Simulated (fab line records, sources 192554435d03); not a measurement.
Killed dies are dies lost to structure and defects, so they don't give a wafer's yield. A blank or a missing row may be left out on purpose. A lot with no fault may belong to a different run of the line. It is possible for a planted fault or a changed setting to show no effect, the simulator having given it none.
fab line records ; flow n5-finfet
record lots=6; wafers=18; last-day=16
route steps=1938 shown BEOL_M2@902 BEOL_M3@931 PASSIVATION@1936
lots with no fault: from the same line, run without faults
start-h: hours from the record's opening day to when the first of the lot's shown wafers began ; wait-h: time in hours since the lot's previous step ; " as in the row above ; L1.1+2: several wafers, shown together as one row ; - no value, or no start given ; * or withheld: withheld ; < > ~ a bound
route shown NAME@n: NAME is a module with steps in the file, n the number in the route of the first one ; usual: average and standard deviation across the fault-free wafers ; same: alike in all rows ; chamber/n: place in a boat ; sites: each site's reading ; _std_site: standard deviation of those values ; _edge_site: mean of outer sites minus mean of inner sites ; radius-mm: how far each site lies from the wafer's centre ; mask NAME#n: copy n ; behind: the tool/chamber that last shaped the wafer ; hold: reason for holding the lot/hours on hold/outcome of the hold ; device: which transistor (n, p or np) failed to switch ; end of line: at the end of the route, the tests of the same wafers ; where a step has no rows: the recipe by itself ; killed: not the wafer's yield, but the dies lost to structure and defects at the first sort ; map: a wafer's dies, marking killed ones x, the rest . and places with no die _
set.NAME: the setting as run; set.NAME@STEP: as run at that earlier step ; model.NAME: the simulator's own value behind a step, which no gauge read
lots at selected steps of the route; one table per step, one row per wafer
services: when a tool's chamber went out of use (start-h, in hours from the record's first day, below 0 if earlier), for how many hours, and the reason
## steps
# step N5_BEOL_M2_SURFACE_TREAT_85
# recipe gas=Ar; time-s=*; ion-energy-ev=*; ion-current-ma-cm2=0.5; pressure-mtorr=*; ar-flow-sccm=30
# step N5_BEOL_M2_CVD_47
# recipe material=Co; target-thk-a=30; temp-c=withheld; precursor=CCTBA/H2; pressure-torr=30; time-s=223.8
# step N5_BEOL_M2_SPUTTER_48
# recipe material=Cu; target-thk-a=45; temp-c=-20; chamber-pressure-pa=0.07; power-w=withheld; time-s=8.29
# step N5_BEOL_M2_ANNEAL_49
# recipe temp-c=400; time-s=240; ambient=vacuum
# usual heater-power-w=836/110; susceptor-temp-C=399.99/0.24
lot.wafer;tool;chamber;start-h;wait-h;heater-power-w;susceptor-temp-C
L450.2;pvd-sputter-03;-;170.52;0.0;733;399.80
L450.4;pvd-sputter-03;-;170.52;0.0;772;400.23
L450.5;pvd-sputter-03;-;170.52;0.0;735;399.80
L452.1;pvd-sputter-01;-;172.55;0.0;930;400.29
L452.4;pvd-sputter-01;-;172.55;0.0;859;399.96
L452.6;pvd-sputter-01;-;172.55;0.0;835;399.75
L453.2;pvd-sputter-01;-;180.10;0.0;928;399.49
L453.3;pvd-sputter-01;-;180.10;0.0;821;399.87
L453.4;pvd-sputter-01;-;180.10;0.0;882;400.15
L454.2;pvd-sputter-02;-;181.32;0.0;1012;400.21
L454.4;pvd-sputter-02;-;181.32;0.0;802;400.09
L454.6;pvd-sputter-02;-;181.32;0.0;811;400.44
L462.2;pvd-sputter-02;-;237.33;0.0;760;399.91
L462.3;pvd-sputter-02;-;237.33;0.0;803;400.15
L462.6;pvd-sputter-02;-;237.33;0.0;975;400.19
L463.2;pvd-sputter-02;-;247.37;0.0;994;400.01
L463.3;pvd-sputter-02;-;247.37;0.0;757;399.89
L463.5;pvd-sputter-02;-;247.37;0.0;792;399.99
# step N5_BEOL_M2_SPUTTER_79
# recipe material=Cu; target-thk-a=45; temp-c=-20; chamber-pressure-pa=0.07; power-w=withheld; time-s=8.29
# step N5_BEOL_M2_ANNEAL_80
# recipe temp-c=400; time-s=240; ambient=vacuum
# step N5_BEOL_M2_SPUTTER_81
# recipe material=Cu; target-thk-a=45; temp-c=-20; chamber-pressure-pa=0.07; power-w=withheld; time-s=8.29
# step N5_BEOL_M2_ANNEAL_82
# recipe temp-c=400; time-s=240; ambient=vacuum
# step N5_BEOL_M2_SPUTTER_86
# recipe material=Cu; target-thk-a=45; temp-c=-20; chamber-pressure-pa=0.07; power-w=withheld; time-s=8.29
# step N5_BEOL_M2_ANNEAL_87
# recipe temp-c=400; time-s=240; ambient=vacuum
# usual heater-power-w=837/110; susceptor-temp-C=399.99/0.21
lot.wafer;tool;chamber;start-h;wait-h;heater-power-w;susceptor-temp-C
L450.2;pvd-sputter-03;-;171.18;0.0;712;399.94
L450.4;pvd-sputter-03;-;171.18;0.0;806;400.17
L450.5;pvd-sputter-03;-;171.18;0.0;741;399.38
L452.1;pvd-sputter-01;-;173.21;0.0;934;400.14
L452.4;pvd-sputter-01;-;173.21;0.0;841;400.09
L452.6;pvd-sputter-01;-;173.21;0.0;811;400.27
L453.2;pvd-sputter-01;-;180.76;0.0;947;400.10
L453.3;pvd-sputter-01;-;180.76;0.0;845;400.05
L453.4;pvd-sputter-01;-;180.76;0.0;888;399.78
L454.2;pvd-sputter-02;-;181.98;0.0;983;399.85
L454.4;pvd-sputter-02;-;181.98;0.0;797;400.25
L454.6;pvd-sputter-02;-;181.98;0.0;810;400.30
L462.2;pvd-sputter-02;-;237.99;0.0;764;400.02
L462.3;pvd-sputter-02;-;237.99;0.0;799;399.97
L462.6;pvd-sputter-02;-;237.99;0.0;990;399.89
L463.2;pvd-sputter-02;-;248.03;0.0;961;399.64
L463.3;pvd-sputter-02;-;248.03;0.0;749;399.65
L463.5;pvd-sputter-02;-;248.03;0.0;794;399.93
# step N5_BEOL_M2_SPUTTER_88
# recipe material=Cu; target-thk-a=45; temp-c=-20; chamber-pressure-pa=0.07; power-w=withheld; time-s=8.29
# step N5_BEOL_M2_ANNEAL_89
# recipe temp-c=400; time-s=240; ambient=vacuum
# step N5_BEOL_M2_SPUTTER_90
# recipe material=Cu; target-thk-a=45; temp-c=-20; chamber-pressure-pa=0.07; power-w=withheld; time-s=8.29
# usual susceptor-temp-C=-20.01/0.11; throttle-valve-pct=29.8/0.93
lot.wafer;tool;chamber;start-h;wait-h;susceptor-temp-C;throttle-valve-pct
L450.2;pvd-sputter-03;-;171.54;0.1;-19.91;30.0
L450.4;pvd-sputter-03;-;171.54;0.1;-20.15;29.6
L450.5;pvd-sputter-03;-;171.54;0.1;-19.94;30.1
L452.1;pvd-sputter-01;-;173.57;0.1;-19.90;30.2
L452.4;pvd-sputter-01;-;173.57;0.1;-20.12;29.7
L452.6;pvd-sputter-01;-;173.57;0.1;-19.95;29.6
L453.2;pvd-sputter-01;-;181.12;0.1;-19.96;30.4
L453.3;pvd-sputter-01;-;181.12;0.1;-19.98;29.8
L453.4;pvd-sputter-01;-;181.12;0.1;-20.13;29.1
L454.2;pvd-sputter-02;-;182.34;0.1;-20.02;30.0
L454.4;pvd-sputter-02;-;182.34;0.1;-20.17;27.5
L454.6;pvd-sputter-02;-;182.34;0.1;-19.99;27.7
L462.2;pvd-sputter-02;-;238.35;0.1;-20.12;30.7
L462.3;pvd-sputter-02;-;238.35;0.1;-19.87;27.7
L462.6;pvd-sputter-02;-;238.35;0.1;-19.97;29.5
L463.2;pvd-sputter-02;-;248.39;0.1;-20.15;29.8
L463.3;pvd-sputter-02;-;248.39;0.1;-20.17;30.7
L463.5;pvd-sputter-02;-;248.39;0.1;-19.80;27.4
# step N5_BEOL_M2_ANNEAL_91
# recipe temp-c=400; time-s=240; ambient=vacuum
# usual heater-power-w=837/110; susceptor-temp-C=400.00/0.22
lot.wafer;tool;chamber;start-h;wait-h;heater-power-w;susceptor-temp-C
L450.2;pvd-sputter-03;-;171.62;0.0;742;400.09
L450.4;pvd-sputter-03;-;171.62;0.0;788;400.06
L450.5;pvd-sputter-03;-;171.62;0.0;727;400.03
L452.1;pvd-sputter-01;-;173.65;0.0;930;399.82
L452.4;pvd-sputter-01;-;173.65;0.0;835;400.05
L452.6;pvd-sputter-01;-;173.65;0.0;830;400.06
L453.2;pvd-sputter-01;-;181.20;0.0;931;399.88
L453.3;pvd-sputter-01;-;181.20;0.0;843;399.37
L453.4;pvd-sputter-01;-;181.20;0.0;905;400.04
L454.2;pvd-sputter-02;-;182.42;0.0;984;400.11
L454.4;pvd-sputter-02;-;182.42;0.0;801;400.05
L454.6;pvd-sputter-02;-;182.42;0.0;783;399.78
L462.2;pvd-sputter-02;-;238.43;0.0;762;399.47
L462.3;pvd-sputter-02;-;238.43;0.0;806;399.72
L462.6;pvd-sputter-02;-;238.43;0.0;982;400.14
L463.2;pvd-sputter-02;-;248.47;0.0;980;399.73
L463.3;pvd-sputter-02;-;248.47;0.0;754;399.69
L463.5;pvd-sputter-02;-;248.47;0.0;804;399.91
# step N5_BEOL_M2_SPUTTER_92
# recipe material=Cu; target-thk-a=45; temp-c=-20; chamber-pressure-pa=0.07; power-w=withheld; time-s=8.29
# step N5_BEOL_M2_ANNEAL_93
# recipe temp-c=400; time-s=240; ambient=vacuum
# step N5_BEOL_M2_SPUTTER_94
# recipe material=Cu; target-thk-a=45; temp-c=-20; chamber-pressure-pa=0.07; power-w=withheld; time-s=8.29
# step N5_BEOL_M2_ANNEAL_95
# recipe temp-c=400; time-s=240; ambient=vacuum
# usual heater-power-w=837/110; susceptor-temp-C=399.99/0.22
lot.wafer;tool;chamber;start-h;wait-h;heater-power-w;susceptor-temp-C
L450.2;pvd-sputter-03;-;172.06;0.0;730;399.82
L450.4;pvd-sputter-03;-;172.06;0.0;809;399.78
L450.5;pvd-sputter-03;-;172.06;0.0;726;399.76
L452.1;pvd-sputter-01;-;174.09;0.0;908;400.15
L452.4;pvd-sputter-01;-;174.09;0.0;850;399.92
L452.6;pvd-sputter-01;-;174.09;0.0;842;399.90
L453.2;pvd-sputter-01;-;181.64;0.0;930;400.24
L453.3;pvd-sputter-01;-;181.64;0.0;835;400.27
L453.4;pvd-sputter-01;-;181.64;0.0;891;399.54
L454.2;pvd-sputter-02;-;182.86;0.0;992;400.17
L454.4;pvd-sputter-02;-;182.86;0.0;790;400.01
L454.6;pvd-sputter-02;-;182.86;0.0;797;399.77
L462.2;pvd-sputter-02;-;238.87;0.0;752;400.41
L462.3;pvd-sputter-02;-;238.87;0.0;791;399.90
L462.6;pvd-sputter-02;-;238.87;0.0;993;399.78
L463.2;pvd-sputter-02;-;248.91;0.0;986;399.68
L463.3;pvd-sputter-02;-;248.91;0.0;774;400.10
L463.5;pvd-sputter-02;-;248.91;0.0;789;400.09
# step N5_BEOL_M2_SPUTTER_96
# recipe material=Cu; target-thk-a=45; temp-c=-20; chamber-pressure-pa=0.07; power-w=withheld; time-s=8.29
# step N5_BEOL_M2_ECD_50
# recipe material=Cu; target-thk-a=3000
# step N5_BEOL_M2_ANNEAL_51
# recipe temp-c=225; time-s=90; ambient=N2
# step N5_BEOL_M2_CMP_52
# recipe stop-on=SiOC; t-overpolish-s=6.8; down-force-psi=1; platen-rpm=50; clearing-platen-down-force-psi=1.5; clearing-platen-rpm=50; post-cmp-clean=cu-alkaline; target-thk-nm=40; clearing-platen-pad-velocity-m-s=0.99484; pad-velocity-m-s=0.99484
# usual barrier-field-endpoint-s=24.8/0.71; edge-zone-pressure-frac=1.000/0.005; motor-current-A=6.2/0.76; overpolish-run-s=6.800/0.0095; platen-rpm=50.00/0.035; time-to-endpoint-s=62/3.7
lot.wafer;tool;chamber;start-h;wait-h;barrier-field-endpoint-s;edge-zone-pressure-frac;motor-current-A;overpolish-run-s;platen-rpm;time-to-endpoint-s
L450.4;cmp-02;0;173.00;0.2;25.4;0.991;6.0;6.804;50.03;61
L450.2;cmp-02;1;173.00;0.2;24.4;0.999;7.1;6.802;49.99;56
L450.5;cmp-02;3;173.00;0.2;25.1;1.007;6.5;6.786;50.01;56
L452.1;cmp-02;3;174.81;0.3;24.4;0.999;6.2;6.797;49.98;57
L452.4;cmp-02;0;174.81;0.3;25.5;1.001;6.3;6.797;49.99;63
L452.6;cmp-02;0;174.81;0.3;25.5;1.003;5.9;6.803;50.01;63
L453.4;cmp-03;3;182.31;0.2;26.2;1.006;6.3;6.816;49.96;65
L453.2;cmp-03;0;182.31;0.2;24.0;1.002;6.8;6.796;49.96;58
L453.3;cmp-03;1;182.31;0.2;24.5;0.996;4.9;6.810;50.01;60
L454.2;cmp-02;0;183.56;0.2;24.9;0.998;6.5;6.800;50.02;64
L454.4;cmp-02;3;183.56;0.2;24.5;0.990;6.3;6.800;49.90;58
L454.6;cmp-02;0;183.56;0.2;25.5;0.997;6.2;6.808;50.05;63
L462.2;cmp-03;3;239.51;0.2;26.3;1.000;6.4;6.826;50.01;69
L462.3;cmp-03;0;239.51;0.2;25.2;1.003;6.7;6.805;49.96;60
L462.6;cmp-03;3;239.51;0.2;26.4;0.995;6.3;6.803;49.99;66
L463.2;cmp-03;1;249.60;0.2;25.3;1.004;5.1;6.805;50.04;66
L463.3;cmp-03;2;249.60;0.2;25.1;1.003;7.2;6.807;50.03;65
L463.5;cmp-03;1;249.60;0.2;25.3;1.004;5.1;6.806;49.99;65
# step N5_BEOL_M2_PRE_CLEAN_60
# recipe gas=NH3/H2; time-s=15; temp-c=*; rf-power-w=300
# step N5_BEOL_M2_CO_CAP_55
# recipe material=Co; target-thk-a=20; temp-c=200; precursor=CCTBA/H2; pressure-torr=30; time-s=102.1
# step N5_BEOL_M2_PRE_CLEAN_56
# recipe gas=NH3; time-s=15; temp-c=withheld; rf-power-w=300
# step N5_BEOL_M2_DEP_57
# recipe material=SiCN; target-thk-a=80; temp-c=withheld; precursor=3MS/NH3; pressure-torr=3; rf-w=202; time-s=14
# step N5_BEOL_M2_RS_MEAS_58
# recipe thk-meas-gauge=four-point-probe; reads=Co_of_BEOL_M2_CO_CAP_55+Cu_of_BEOL_M2_ECD_50+Co_of_BEOL_M2_CVD_47+TaN_of_BEOL_M2_ALD_84
# usual M2_RS=0.69/0.038
lot.wafer;tool;chamber;start-h;wait-h;M2_RS[ohm/sq]
L450.2;film-metro-02;-;173.48;0.1;0.73
L450.4;film-metro-02;-;173.48;0.1;0.67
L450.5;film-metro-02;-;173.48;0.1;0.70
L452.1;film-metro-01;-;175.36;0.0;0.69
L452.4;film-metro-01;-;175.36;0.0;0.63
L452.6;film-metro-01;-;175.36;0.0;0.65
L453.2;film-metro-01;-;182.87;0.1;0.72
L453.3;film-metro-01;-;182.87;0.1;0.75
L453.4;film-metro-01;-;182.87;0.1;0.70
L454.2;film-metro-02;-;184.12;0.1;0.65
L454.4;film-metro-02;-;184.12;0.1;0.74
L454.6;film-metro-02;-;184.12;0.1;0.64
L462.2;film-metro-01;-;240.11;0.1;0.62
L462.3;film-metro-01;-;240.11;0.1;0.68
L462.6;film-metro-01;-;240.11;0.1;0.65
L463.2;film-metro-02;-;250.15;0.1;0.72
L463.3;film-metro-02;-;250.15;0.1;0.71
L463.5;film-metro-02;-;250.15;0.1;0.75
# step N5_BEOL_M3_ILD_DEP_00
# recipe material=SiOC; target-thk-a=790; temp-c=350; precursor=DEMS/O2; pressure-torr=5; rf-w=500; time-s=15.3
# step N5_BEOL_M3_THK_MEAS_01
# recipe reads=SiOC_of_BEOL_M3_ILD_DEP_00
# usual M3_ILD_THK=79.4/1.1
lot.wafer;tool;chamber;start-h;wait-h;M3_ILD_THK[nm]
L450.2;film-metro-02;-;173.61;0.1;77.7
L450.4;film-metro-02;-;173.61;0.1;79.1
L450.5;film-metro-02;-;173.61;0.1;79.0
L452.1;film-metro-02;-;175.49;0.0;80.0
L452.4;film-metro-02;-;175.49;0.0;79.5
L452.6;film-metro-02;-;175.49;0.0;79.5
L453.2;film-metro-02;-;183.00;0.1;79.3
L453.3;film-metro-02;-;183.00;0.1;79.1
L453.4;film-metro-02;-;183.00;0.1;79.3
L454.2;film-metro-02;-;184.25;0.1;79.2
L454.4;film-metro-02;-;184.25;0.1;80.4
L454.6;film-metro-02;-;184.25;0.1;82.2
L462.2;film-metro-01;-;240.24;0.1;79.2
L462.3;film-metro-01;-;240.24;0.1;78.5
L462.6;film-metro-01;-;240.24;0.1;80.3
L463.2;film-metro-02;-;250.28;0.1;77.7
L463.3;film-metro-02;-;250.28;0.1;78.8
L463.5;film-metro-02;-;250.28;0.1;79.0
# step N5_BEOL_M3_PECVD_72
# recipe material=SiO2; target-thk-a=160; temp-c=400; precursor=TEOS/O2; pressure-torr=5.5; rf-w=450; teos-flow-sccm=53.8; gas=O2; flow-sccm=3000; time-s=18
# step N5_BEOL_M3_HM_DEP_02
# recipe material=TiN; target-thk-a=200; temp-c=25; chamber-pressure-pa=0.49996
# step N5_BEOL_M3_COAT_61
# recipe resist=SOC; temp-c=250; time-s=60; spin-rpm=1500; resist-thk-nm=60
# step N5_BEOL_M3_COAT_62
# recipe resist=SiARC; temp-c=220; time-s=60; spin-rpm=1500; resist-thk-nm=12
# step N5_BEOL_M3_COAT_73
# recipe resist=underlayer; temp-c=205; time-s=60; spin-rpm=1500; resist-thk-nm=5
# step N5_BEOL_M3_COAT_05
# recipe resist=CAR-EUV; spin-rpm=1500; resist-thk-nm=30
# step N5_BEOL_M3_EBR_07
# recipe solvent=PGMEA; ebr-width-mm=1.5
# step N5_BEOL_M3_SOFTBAKE_06
# recipe temp-c=110; time-s=60; resist=CAR-EUV
# step N5_BEOL_M3_EXPOSE_08
# recipe mask-id=M3; na=0.33; source-shape=dipole; sigma-inner=0.369; sigma-outer=0.767; polarization=unpolarized; dose-mj=33
# step N5_BEOL_M3_PEB_09
# recipe peb-temp-c=100; peb-time-s=60; resist=CAR-EUV
# step N5_BEOL_M3_DEVELOP_10
# recipe develop-time-s=30; developer=TMAH; resist=CAR-EUV; rinse-liquid=surfactant-rinse; dry=air-spin; dev-temp-c=23
# step N5_PASSIVATION_PROBE_49
# usual defect-limited-yield=91.5/1.4; killed_at_M0_to_M3=32/11; killed_at_M4_up=12/4.4; killed-at-contacts=13/6.1; killed-at-front-end=39/12; killed-at-other=3.9/3; killed-dies=100/17; killed-on-rim=13/3.9; killed-open=66/12; killed-short=33/7.4; sort_bin_4_leakage=0.03/0.14; sort_bin_5_function=5.0/0.95; sort_bin_6_memory=3.2/0.66; sort_bin_8_speed=0.0/0.33; sort-n-pass=1079/17; sort-yield-pct=91.4/1.5
# same gross-dies=1180; killed-at-back-side=0
lot.wafer;tool;chamber;start-h;wait-h;defect-limited-yield[%];killed_at_M0_to_M3;killed_at_M4_up;killed-at-contacts;killed-at-front-end;killed-at-other;killed-dies;killed-on-rim;killed-open;killed-short;sort_bin_4_leakage[%];sort_bin_5_function[%];sort_bin_6_memory[%];sort_bin_8_speed[%];sort-n-pass;sort-yield-pct[%]
L450.2;prober-01;-;309.02;0.1;91.6;22;16;14;45;2;99;13;56;36;0;4.5;3.1;0.5;1075;91.1
L450.4;prober-01;-;309.12;0.2;91.9;33;6;8;46;2;95;7;64;30;0;4.9;2.8;0;1085;91.9
L450.5;prober-01;-;309.17;0.2;92.3;12;17;20;41;1;91;10;63;27;0;4.7;2.7;0;1089;92.3
L462.2;prober-02;-;369.80;0.1;88.4;77;9;22;27;2;137;31;52;31;1.19;7.7;2.1;0;1029;87.2
L462.3;prober-02;-;369.85;0.1;84.0;129;11;13;36;0;189;30;52;31;0;9.2;4.2;0;991;84.0
L462.6;prober-02;-;370.00;0.3;83.8;122;17;7;43;2;191;29;52;31;0;8.8;3.8;0;989;83.8
L463.2;prober-01;-;374.32;0.1;81.8;131;13;18;50;3;215;36;85;31;0;10.4;4.9;0;965;81.8
L463.3;prober-01;-;374.37;0.1;86.4;88;15;12;45;1;161;28;74;31;0;8.1;3.6;0;1019;86.4
L463.5;prober-01;-;374.47;0.2;82.1;142;15;10;41;3;211;38;69;34;0;10.2;4.3;0;969;82.1
# killed by level:class
L450.2 MOL_CONTACT_COAG:geometric-particle:open=11 DUMMY_GATE:geometric-particle:open=6 GATE_CUT:geometric-particle:short=6 HKMG_FIN:area-etch=6 FIN_SAQP:geometric-particle:short=5 ILD0:geometric-particle:short=5 BEOL_M0_SAQP:geometric-particle:short=5 BEOL_M1:geometric-particle:open=5
L450.4 STI_FIN_REVEAL:geometric-particle:open=17 BEOL_M2:geometric-particle:open=11 BEOL_M1:geometric-particle:open=10 GATE_CUT:geometric-particle:open=6 GATE_CUT:geometric-particle:short=6 STI_FIN_REVEAL:geometric-particle:short=4 MOL_CONTACT_COAG:geometric-particle:short=4 BEOL_M0_SAQP:geometric-particle:short=4
L450.5 MOL_CONTACT_COAG:geometric-particle:open=16 FIN_SAQP:geometric-particle:open=7 DUMMY_GATE:geometric-particle:open=7 FIN_SAQP:geometric-particle:short=6 GATE_CUT:geometric-particle:short=6 BEOL_M4:geometric-particle:open=6 BEOL_M5:geometric-particle:open=5 STI_FIN_REVEAL:geometric-particle:open=4
L462.2 BEOL_M2:unspecified=54 MOL_CONTACT_COAG:geometric-particle:open=19 BEOL_M3:geometric-particle:open=7 BEOL_M0:geometric-particle:open=6 FIN_SAQP:geometric-particle:short=5 FIN_CUT:geometric-particle:short=4 GATE_CUT:geometric-particle:short=4 BEOL_M3:geometric-particle:short=4
L462.3 BEOL_M2:unspecified=104 MOL_CONTACT_COAG:geometric-particle:open=9 FIN_SAQP:geometric-particle:short=8 STI_FIN_REVEAL:geometric-particle:open=7 BEOL_M0_SAQP:geometric-particle:open=5 BEOL_M2:geometric-particle:open=5 BEOL_M4:geometric-particle:open=5 BEOL_M0:geometric-particle:open=4
L462.6 BEOL_M2:unspecified=106 STI_FIN_REVEAL:geometric-particle:open=10 FIN_SAQP:geometric-particle:open=8 MOL_CONTACT_COAG:geometric-particle:open=7 BEOL_M4:geometric-particle:open=7 FIN_SAQP:geometric-particle:short=6 STI_FIN_REVEAL:geometric-particle:short=5 STARTING-WAFER:geometric-particle:short=4
L463.2 BEOL_M2:unspecified=98 MOL_CONTACT_COAG:geometric-particle:open=15 FIN_SAQP:geometric-particle:short=12 STI_FIN_REVEAL:geometric-particle:open=10 BEOL_M0_SAQP:geometric-particle:open=8 BEOL_M2:geometric-particle:open=8 FIN_SAQP:geometric-particle:open=7 BEOL_M3:geometric-particle:open=6
L463.3 BEOL_M2:unspecified=52 STI_FIN_REVEAL:geometric-particle:open=11 MOL_CONTACT_COAG:geometric-particle:open=9 GATE_CUT:geometric-particle:short=7 BEOL_M0_SAQP:geometric-particle:open=7 BEOL_M0:geometric-particle:open=7 BEOL_M1:geometric-particle:open=7 FIN_SAQP:geometric-particle:open=6
L463.5 BEOL_M2:unspecified=106 STI_FIN_REVEAL:geometric-particle:open=21 BEOL_M1:geometric-particle:open=11 MOL_CONTACT_COAG:geometric-particle:short=5 BEOL_M0:geometric-particle:short=5 BEOL_M0_SAQP:geometric-particle:short=4 DUMMY_GATE:geometric-particle:open=4 GATE_CUT:geometric-particle:short=4
# map L462.6 (x killed, . not)
_________________......x.....________________
______________............x....x_____________
___________..x.....................__________
__________..x........x...........x.._________
________.x..x........................._______
_______...........x....x...............______
______........................x........._____
_____...x........x.....x.......x.........____
____..x..x...............x................___
___.....x....x..................x..........__
___........x..x............xx..............__
__..........x..x..x.................x......._
__.......xx....x............x.............x._
_.x.xx...xx..................................
_..........x......x.........x.......x........
_.................x..........................
_x..................................x..x.....
_...............................xxxx.x.xx.xxx
_....................x............x.xxxxxxx.x
_...............x...........xx.x...xxxxxxxxxx
_..............................x.x.xxxxxxxxxx
__..................x.......x.xxxxxxxxxxxxxx_
__...............................xxxxxxxxxxx_
___.........x.....................xxxxxxxxx__
___x........x......x......x..x..xxxxxxxxxxx__
____................x........x..x.xxxxxxxx___
_____.............x....x..........xxxxxxx____
______.......x...............x..x..xxxxx_____
_______........xx.x..................xx______
________...................x....x....x_______
__________.......xx...x............._________
___________.........x.........x....__________
______________x............x...._____________
_________________.....x......________________
# map L463.2 (x killed, . not)
_________________....x.......________________
______________........xx........_____________
___________......x....x...........x__________
__________.............x..x..x..x..._________
________........x...................x._______
_______........x.x...x..........x..x...______
______..xx.......x....................xx_____
_____..xx.x........x.....x.....x.........____
____x....x.x......xx..x...................___
___.............x.x........................__
___....................x....x..............__
__xx.x..x........xx.............x......x..x._
__.......................x.................._
_..........................x......x..........
_x..x..x.xx..............xx..........x.xx...x
_......x....................xx........x......
_x...............xx..x................x......
_.....x.x........x..x....x...x..x...x..x..xxx
_.xx...............x...........xx...xxxxxx..x
_x.x...........x.................x.xxxxxxxxxx
_x......................x......x.xxxxxxxxxxxx
__............................x.xxxxxxxxxxxx_
__......x.................x.....xxxxxxxxxxxx_
___x...x.x.x.x.....x............xxxxxxxxxxx__
___...............................xxxxxxxxx__
____..........x..................xxxxxxxxx___
_____.............x.............x..xxxxxx____
______..........x......x....xx......xxx._____
_______.x..x......x.......x.........xxx______
________....................x.....xx.._______
__________....x.............x......._________
___________.............x..........__________
______________.................._____________
_________________..........x.________________
## services
tool;chamber;start-h;hours;kind
cmp-02;-;207.18;5.2;pm
cmp-03;-;226.70;1.3;repair
cmp-02;-;239.83;4.0;pm
cmp-02;-;243.83;-;consumable-replace:conditioner
cmp-02;-;243.83;-;consumable-replace:pad
## key
first-sign step=N5_PASSIVATION_PROBE_49; reading=killed_at_M0_to_M3; direction=up; sigmas=7.9; usual=32; struck=115
effect step=N5_PASSIVATION_PROBE_49; reading=killed-dies; direction=up; sigmas=5; usual=100; struck=184
more-kills-born-at N5_BEOL_M2_SPUTTER_90@pvd-sputter-02=520
met-at N5_BEOL_M2_SPUTTER_90
struck-wafers L462.2,L462.3,L462.6,L463.2,L463.3,L463.5
onset-between 182.34 238.35
also-fits time
fault kind=chamber-particle-source; tool=pvd-sputter-02; chamber=-; onset-h=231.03; steps=N5_BEOL_M2_SPUTTER_90; rate-per-visit-cm2=1.3503; end-h=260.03
